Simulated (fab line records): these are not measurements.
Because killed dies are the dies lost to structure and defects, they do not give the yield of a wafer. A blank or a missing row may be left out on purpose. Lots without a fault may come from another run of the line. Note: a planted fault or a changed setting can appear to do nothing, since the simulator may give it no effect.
Which tool is to blame?	flow nand-harc	24 lots, 72 wafers sampled, at 1 step of a route of 1159

== WHAT THE GAUGES SHOWED, per wafer ==
NHARC_A_BLC_CD_MEAS_19. Usual: cd-nm 99.9 nm, standard deviation 2.1.
lot	measured	on	cd-nm (nm)	flag
L074	day 17 02:59	cd-sem-01	102.1 97.9 102.1	
L077	day 17 18:34	cd-sem-01	98.8 96.0 96.7	
L075	day 17 19:13	cd-sem-02	99.0 100.5 101.0	
L076	day 17 22:34	cd-sem-01	101.0 100.1 100.6	
L078	day 18 00:16	cd-sem-03	97.9 97.2 97.3	
L080	day 18 19:02	cd-sem-03	102.2 103.7 104.3	
L079	day 19 05:00	cd-sem-01	100.8 102.3 103.0	
L081	day 19 10:44	cd-sem-02	98.9 99.3 100.4	
L083	day 19 13:26	cd-sem-01	97.2 96.9 98.0	
L084	day 19 19:14	cd-sem-03	98.4 96.9 98.2	
L082	day 19 20:08	cd-sem-03	101.7 101.3 101.5	
L087	day 20 09:22	cd-sem-01	99.4 99.3 103.1	
L085	day 20 10:14	cd-sem-01	100.2 100.5 101.5	
L086	day 20 16:35	cd-sem-01	100.3 99.2 100.6	
L089	day 20 16:39	cd-sem-03	101.0 102.0 101.2	
L090	day 21 12:54	cd-sem-01	101.2 102.0 100.4	
L088	day 21 16:26	cd-sem-03	101.0 99.7 102.4	
L091	day 21 23:14	cd-sem-01	100.4 99.9 100.5	
L092	day 21 23:50	cd-sem-02	100.5 97.1 96.3	
L094	day 22 10:37	cd-sem-03	103.4 100.3 100.5	
L093	day 22 13:10	cd-sem-02	100.1 102.0 100.5	
L095	day 22 22:05	cd-sem-03	98.2 94.9 97.6	
L096	day 23 14:17	cd-sem-02	96.0 99.5 97.1	
L097	day 24 13:49	cd-sem-03	101.8 104.1 105.7	

== EACH LOT AND THE TOOL THAT RAN IT (in order: tool; ch and the chambers of the sampled wafers; start) ==
There is no process step in the record ahead of these readings.

== WHAT THE TOOLS THEMSELVES READ (means of the sampled wafers that have a number; where no wafer has one, the mark that the record gives instead) ==
The record holds no such reading with a usual standard deviation.

== THE ANSWER, worked out from the rows above alone ==
Rule: a lot counts as off when the mean over its wafers that have a number is more than 3 standard deviations away from the usual mean. Also off: a lot with no number at a reading for which 4 or more lots have one. Any other lot the step has rows for is counted as sound. The gauges are gone through in route order, then the tools' own readings, and for those a lot's mean is taken as printed above. The first step at which some lot is off is used, and at that step the reading that is off furthest; a lot without a number counts as furthest.
No lot is off at any reading shown: from this, nothing can be told.

== WHAT THE SIMULATOR PUT IN ==
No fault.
